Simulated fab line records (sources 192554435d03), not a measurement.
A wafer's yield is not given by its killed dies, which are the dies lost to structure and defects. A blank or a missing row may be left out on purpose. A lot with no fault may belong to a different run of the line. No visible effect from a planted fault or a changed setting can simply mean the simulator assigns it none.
fab line records ; flow n5Finfet ; part 2 of 2: steps 23 to 30 of 30
record lots=5; wafers=15; lastDay=19
route steps=1938 shown BEOL_M15@1788
lots untouched by any fault: they come from a run of this same line in which no faults occurred
startH: hours from the record's opening day to when the first of the lot's shown wafers began ; waitH: how many hours have passed since the lot's step before this one ; " repeats the value in the row above ; L1.1+2: a row that stands for several wafers ; - value missing, or start not given ; * or withheld: withheld ; < > ~ a bound
route shown NAME@n: a module of which the file shows steps, and the number in the route of the first ; usual: mean and standard deviation over wafers with no fault ; same: alike in all rows ; chamber/n: place in a boat ; sites: per-site readings ; _std_site: standard deviation across them ; _edge_site: inner sites' mean taken away from outer sites' mean ; radiusMm: how far each site lies from the wafer's centre ; mask NAME#n: copy n ; behind: tool/chamber where the wafer was last shaped ; hold: reason for holding the lot/hours on hold/outcome of the hold ; device: the n, p or np transistor that did not switch ; end of line: the tests these same wafers got at the end of their route ; a step with no rows: only its recipe ; killed: count of dies lost to structure and defects at first sort (not the wafer's yield) ; map: the dies of a wafer, with x for killed, . for not killed, _ for no die there
set.NAME: setting as actually run; set.NAME@STEP: the setting as run at that earlier step ; model.NAME: the simulator's own value behind a step, which no gauge read
lots at some steps of the route; a table a step, a row a wafer
services: a tool's chamber out of use, with start hour (startH, from the record's first day; less than 0 if before it), hours out, and reason
## steps
# step N5_BEOL_M15_STRIP_36
# recipe chemistry=O2; powerW=600; tempC=60; pressureMtorr=30; rfFrequencyHz=6e+07; biasPowerW=0; overashFraction=0.3; o2FlowSccm=225
# usual drypumpMotorCurrentA=5.75/0.3; oesProductAu=0.78/0.078; rfVppV=3.7/0.99; showerheadPlenumPTorr=2.08/0.08; throttleValvePct=16.71/0.17
lot.wafer;tool;chamber;startH;waitH;drypumpMotorCurrentA;oesProductAu;rfHoursCounterH;rfVppV;showerheadPlenumPTorr;throttleValvePct
L078.3;rieDiel-03;3;283.77;0.3;5.70;0.74;201;3.3;1.99;16.92
L078.5;rieDiel-03;0;283.77;0.3;6.41;0.85;-;4.9;2.06;16.63
L078.6;rieDiel-03;3;283.77;0.3;5.71;0.75;-;4.7;1.99;16.89
L084.1;rieDiel-06;2;330.67;0.2;5.32;0.87;34;4.0;2.26;16.66
L084.2;rieDiel-06;0;330.67;0.2;5.56;0.79;83;3.5;2.03;16.46
L084.3;rieDiel-06;1;330.67;0.2;5.64;0.71;214;3.1;2.01;16.89
L087.1;rieDiel-06;0;368.54;1.1;5.55;0.80;93;3.1;2.03;16.48
L087.2;rieDiel-06;2;368.54;1.1;5.36;0.85;44;3.1;2.25;16.69
L087.5;rieDiel-06;0;368.54;1.1;5.57;0.79;-;4.2;2.03;16.48
L092.2;rieDiel-03;2;398.38;3.7;6.03;0.95;13;1.8;2.23;16.24
L092.5;rieDiel-03;1;398.38;3.7;5.93;0.71;-;3.1;2.06;16.69
L092.6;rieDiel-03;2;398.38;3.7;6.07;0.95;-;3.5;2.23;16.23
L095.1;rieDiel-06;2;412.16;2.2;5.36;0.86;56;1.9;2.25;16.71
L095.2;rieDiel-06;3;412.16;2.2;5.86;0.72;201;5.6;1.98;16.64
L095.3;rieDiel-06;1;412.16;2.2;5.66;0.70;238;3.3;2.00;16.90
# step N5_BEOL_M15_STRIP_62
# recipe chemistry=O2; powerW=600; tempC=60; pressureMtorr=30; rfFrequencyHz=6e+07; biasPowerW=0; overashFraction=0.3; o2FlowSccm=225
# usual drypumpMotorCurrentA=5.75/0.3; oesProductAu=0.78/0.079; rfVppV=3.7/0.48; showerheadPlenumPTorr=2.08/0.08; throttleValvePct=16.71/0.17
lot.wafer;tool;chamber;startH;waitH;drypumpMotorCurrentA;oesProductAu;rfHoursCounterH;rfVppV;showerheadPlenumPTorr;throttleValvePct
L078.3;rieDiel-03;3;-;-;5.70;0.73;201;3.9;1.99;16.92
L078.5;rieDiel-03;0;-;-;6.39;0.85;-;3.7;2.06;16.62
L078.6;rieDiel-03;3;-;-;5.70;0.73;-;3.9;1.99;16.90
L084.1;rieDiel-06;2;-;-;5.35;0.88;34;4.2;2.25;16.66
L084.2;rieDiel-06;0;-;-;5.56;0.81;83;3.8;2.03;16.46
L084.3;rieDiel-06;1;-;-;5.63;0.71;214;3.8;2.01;16.87
L087.1;rieDiel-06;0;-;-;5.57;0.78;93;4.3;2.03;16.50
L087.2;rieDiel-06;2;-;-;5.37;0.86;44;3.3;2.25;16.68
L087.5;rieDiel-06;0;-;-;5.57;0.79;-;2.9;2.03;16.50
L092.2;rieDiel-03;2;-;-;6.07;0.95;13;3.9;2.23;16.23
L092.5;rieDiel-03;1;-;-;5.96;0.71;-;3.3;2.06;16.72
L092.6;rieDiel-03;2;-;-;6.06;0.96;-;3.1;2.23;16.24
L095.1;rieDiel-06;2;-;-;5.32;0.84;56;3.6;2.25;16.71
L095.2;rieDiel-06;3;-;-;5.90;0.72;201;3.2;1.98;16.64
L095.3;rieDiel-06;1;-;-;5.65;0.69;238;3.9;2.00;16.92
# step N5_BEOL_M15_STRIP_37
# recipe chemistry=O2; powerW=600; tempC=60; pressureMtorr=30; rfFrequencyHz=6e+07; biasPowerW=0; overashFraction=0.3; o2FlowSccm=225
# usual drypumpMotorCurrentA=5.8/0.3; oesProductAu=0.78/0.079; rfVppV=3.7/0.6; showerheadPlenumPTorr=2.08/0.08; throttleValvePct=16.71/0.17
lot.wafer;tool;chamber;startH;waitH;drypumpMotorCurrentA;oesProductAu;rfHoursCounterH;rfVppV;showerheadPlenumPTorr;throttleValvePct
L078.3;rieDiel-03;3;-;-;5.7;0.75;201;3.6;1.99;16.90
L078.5;rieDiel-03;0;-;-;6.4;0.84;-;3.3;2.06;16.59
L078.6;rieDiel-03;3;-;-;5.7;0.74;-;4.2;1.99;16.91
L084.1;rieDiel-06;2;-;-;5.3;0.87;34;3.4;2.25;16.65
L084.2;rieDiel-06;0;-;-;5.6;0.79;83;3.4;2.03;16.48
L084.3;rieDiel-06;1;-;-;5.6;0.71;214;2.5;2.01;16.85
L087.1;rieDiel-06;0;-;-;5.6;0.77;93;4.0;2.03;16.49
L087.2;rieDiel-06;2;-;-;5.3;0.85;44;3.6;2.25;16.68
L087.5;rieDiel-06;0;-;-;5.6;0.80;-;4.1;2.03;16.49
L092.2;rieDiel-03;2;-;-;6.1;0.94;13;3.0;2.23;16.23
L092.5;rieDiel-03;1;-;-;6.0;0.70;-;3.6;2.06;16.72
L092.6;rieDiel-03;2;-;-;6.1;0.93;-;2.8;2.23;16.23
L095.1;rieDiel-06;2;-;-;5.3;0.85;56;3.8;2.25;16.70
L095.2;rieDiel-06;3;-;-;5.9;0.73;201;4.1;1.98;16.64
L095.3;rieDiel-06;1;-;-;5.6;0.70;238;3.2;2.00;16.91
# step N5_BEOL_M15_ETCH_38
# recipe chemistry=CF4/N2; target=SiCN; targetDepthA=1064; taperDeg=2; timeS=120.5; ionEnergyEv=150; maskMaterial=SiO2; pressureMtorr=40; sourceW=430; biasW=70; Ar_flow_sccm=100; cf4FlowSccm=60; n2FlowSccm=60
# usual drypumpMotorCurrentA=5.75/0.3; oesProductAu=0.78/0.079; rfVppV=381.7/2; showerheadPlenumPTorr=2.19/0.084; throttleValvePct=15.52/0.21
lot.wafer;tool;chamber;startH;waitH;drypumpMotorCurrentA;oesProductAu;rfHoursCounterH;rfVppV;showerheadPlenumPTorr;throttleValvePct
L078.3;rieDiel-03;3;-;-;5.70;0.74;201;379.2;2.11;15.76
L078.5;rieDiel-03;0;-;-;6.40;0.86;-;380.9;2.14;15.24
L078.6;rieDiel-03;3;-;-;5.71;0.74;-;380.8;2.11;15.77
L084.1;rieDiel-06;2;-;-;5.33;0.90;34;385.5;2.36;15.41
L084.2;rieDiel-06;0;-;-;5.56;0.81;83;379.9;2.13;15.18
L084.3;rieDiel-06;1;-;-;5.64;0.72;214;378.8;2.10;15.54
L087.1;rieDiel-06;0;-;-;5.58;0.79;93;379.9;2.13;15.20
L087.2;rieDiel-06;2;-;-;5.34;0.89;44;384.6;2.36;15.41
L087.5;rieDiel-06;0;-;-;5.58;0.79;-;381.9;2.13;15.20
L092.2;rieDiel-03;2;-;-;6.08;0.98;13;385.4;2.36;15.08
L092.5;rieDiel-03;1;-;-;5.96;0.74;-;381.1;2.20;15.65
L092.6;rieDiel-03;2;-;-;6.07;0.98;-;385.5;2.36;15.06
L095.1;rieDiel-06;2;-;-;5.35;0.88;56;383.4;2.35;15.44
L095.2;rieDiel-06;3;-;-;5.85;0.74;201;379.7;2.09;15.45
L095.3;rieDiel-06;1;-;-;5.61;0.70;238;379.0;2.09;15.59
# step N5_BEOL_M15_PRECLEAN_39
# recipe chemistry=residueRemover; timeS=60; tempC=40
lot.wafer;tool;chamber;startH;waitH
L078.3+5+6;wetBench-03;6,0,1;284.05;-
L084.1+2+3;wetBench-01;2,7,3;330.94;-
L087.1+2+5;wetBench-06;5,6,7;368.82;-
L092.2+5+6;wetBench-03;1,0,7;398.66;-
L095.1+2+3;wetBench-06;7,0,5;412.45;-
# step N5_BEOL_M15_SRD_40
# recipe timeS=30; tempC=23; rinseLiquid=diw; dry=n2Spin; spinRpm=1500; dryTimeS=30
# usual doSupplyPpb=10.00/0.11
lot.wafer;tool;chamber;startH;waitH;doSupplyPpb
L078.3;wetBench-03;6;284.09;0.0;9.95
L078.5;wetBench-03;0;284.09;0.0;9.93
L078.6;wetBench-03;1;284.09;0.0;9.88
L084.1;wetBench-01;2;330.96;0.0;10.12
L084.2;wetBench-01;7;330.96;0.0;10.18
L084.3;wetBench-01;3;330.96;0.0;10.15
L087.1;wetBench-06;5;368.84;0.0;9.97
L087.2;wetBench-06;6;368.84;0.0;9.91
L087.5;wetBench-06;7;368.84;0.0;10.13
L092.2;wetBench-03;1;398.68;0.0;10.11
L092.5;wetBench-03;0;398.68;0.0;9.90
L092.6;wetBench-03;7;398.68;0.0;9.99
L095.1;wetBench-06;7;412.46;0.0;10.00
L095.2;wetBench-06;0;412.46;0.0;10.01
L095.3;wetBench-06;5;412.46;0.0;10.01
# step N5_BEOL_M15_DEGAS_41
# recipe ambient=vacuum; tempC=300; timeS=60
# usual heaterPowerW=460/50
lot.wafer;tool;chamber;startH;waitH;heaterPowerW
L078.3;pvdSputter-02;-;284.77;0.7;483
L078.5;pvdSputter-02;-;284.77;0.7;543
L078.6;pvdSputter-02;-;284.77;0.7;470
L084.1;pvdSputter-01;-;331.16;0.2;493
L084.2;pvdSputter-01;-;331.16;0.2;425
L084.3;pvdSputter-01;-;331.16;0.2;461
L087.1;pvdSputter-03;-;369.15;0.3;453
L087.2;pvdSputter-03;-;369.15;0.3;417
L087.5;pvdSputter-03;-;369.15;0.3;362
L092.2;pvdSputter-03;-;398.89;0.2;480
L092.5;pvdSputter-03;-;398.89;0.2;463
L092.6;pvdSputter-03;-;398.89;0.2;486
L095.1;pvdSputter-03;-;412.80;0.3;458
L095.2;pvdSputter-03;-;412.80;0.3;411
L095.3;pvdSputter-03;-;412.80;0.3;367
# step N5_BEOL_M15_PRE_CLEAN_42
# recipe gas=H2/He; timeS=30; tempC=300
# usual heaterPowerW=461/48
lot.wafer;tool;chamber;startH;waitH;heaterPowerW
L078.3;pvdSputter-02;-;284.81;0.0;474
L078.5;pvdSputter-02;-;284.81;0.0;560
L078.6;pvdSputter-02;-;284.81;0.0;477
L084.1;pvdSputter-01;-;331.20;0.0;489
L084.2;pvdSputter-01;-;331.20;0.0;422
L084.3;pvdSputter-01;-;331.20;0.0;473
L087.1;pvdSputter-03;-;369.19;0.0;461
L087.2;pvdSputter-03;-;369.19;0.0;420
L087.5;pvdSputter-03;-;369.19;0.0;374
L092.2;pvdSputter-03;-;398.93;0.0;478
L092.5;pvdSputter-03;-;398.93;0.0;466
L092.6;pvdSputter-03;-;398.93;0.0;480
L095.1;pvdSputter-03;-;412.84;0.0;472
L095.2;pvdSputter-03;-;412.84;0.0;418
L095.3;pvdSputter-03;-;412.84;0.0;371
## services
tool;chamber;startH;hours;kind
krfScanner-02;-;274.48;1.0;pm
krfScanner-01;-;280.99;0.6;repair
rieDiel-05;-;290.91;0.9;repair
krfScanner-02;-;294.35;0.7;repair
krfScanner-01;-;305.94;0.8;pm
krfScanner-02;-;307.42;4.4;pm
rieDiel-03;2;334.67;-;clean
rieDiel-03;2;334.67;-;consumableReplace:focusRing
rieDiel-03;2;334.67;-;consumableReplace:showerhead
rieDiel-03;2;334.67;20.1;scheduledDown
rieDiel-03;2;334.67;20.1;ventCycle
krfScanner-02;-;353.20;1.3;pm
rieDiel-05;1;356.64;3.1;repair
rieDiel-03;2;373.12;2.4;repair
krfScanner-01;-;374.76;1.3;pm
rieDiel-05;2;378.05;-;clean
rieDiel-05;2;378.05;-;consumableReplace:focusRing
rieDiel-05;2;378.05;24.0;scheduledDown
rieDiel-05;-;387.68;1.8;repair
krfScanner-01;-;389.29;0.5;repair
pvdSputter-02;-;395.62;10.8;repair
krfScanner-01;-;407.95;1.0;pm
krfScanner-02;-;409.58;21.0;pm
pvdSputter-02;-;412.18;8.4;repair
